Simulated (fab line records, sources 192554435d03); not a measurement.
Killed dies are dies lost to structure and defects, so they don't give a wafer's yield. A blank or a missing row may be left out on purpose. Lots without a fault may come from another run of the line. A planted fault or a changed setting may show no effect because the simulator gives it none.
Chamber matching | flow n5_finfet | N5_BEOL_M2_ALD_84 on ald_metal-01: 4 sister chambers
The step deposits TaN, pulse time 2 s, purge time 3 s, co reactant purge time 2 s. 4 wafers are shown with their chamber, then 10 later ones without.

WAFERS WITH THEIR CHAMBER
wafer  | chamber | heater_power_w (W)
L087.1 | 0       | 479
L087.3 | 2       | 416
L087.4 | 3       | 362
L087.5 | 1       | 395

WAFERS WITHOUT THEIR CHAMBER
wafer  | heater_power_w (W)
L087.6 | 426
L091.2 | 388
L091.4 | 485
L091.6 | 430
L092.2 | 474
L092.3 | 402
L092.5 | 426
L096.3 | 359
L096.4 | 475
L096.5 | 433

WHICH CHAMBER EACH WENT THROUGH
wafer  | from the rows above     | in truth
L087.6 | 2                       | 2
L091.2 | 1                       | 1
L091.4 | 0                       | 0
L091.6 | 2                       | 2
L092.2 | 0                       | 0
L092.3 | can't be placed: 1 or 2 | 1
L092.5 | 2                       | 2
L096.3 | 3                       | 3
L096.4 | 0                       | 0
L096.5 | 2                       | 2
Placed correctly: 9 of 10. Can't be placed from these rows: 1 (the true chamber is among the candidates in 1). Placed wrongly: 0.
How it was worked out, from the rows above alone: a wafer's distance from a chamber is the root of the sum, over the readings, of the square of ((its reading less the chamber's mean) divided by the reading's scatter). The wafer belongs to the nearest chamber; if the next one is less than 2 further off, it can't be placed. A chamber's mean is the mean of its shown wafers. The scatter: with one shown wafer a chamber, the root of the mean of the squares of how far each hidden wafer lies from its nearest shown one.
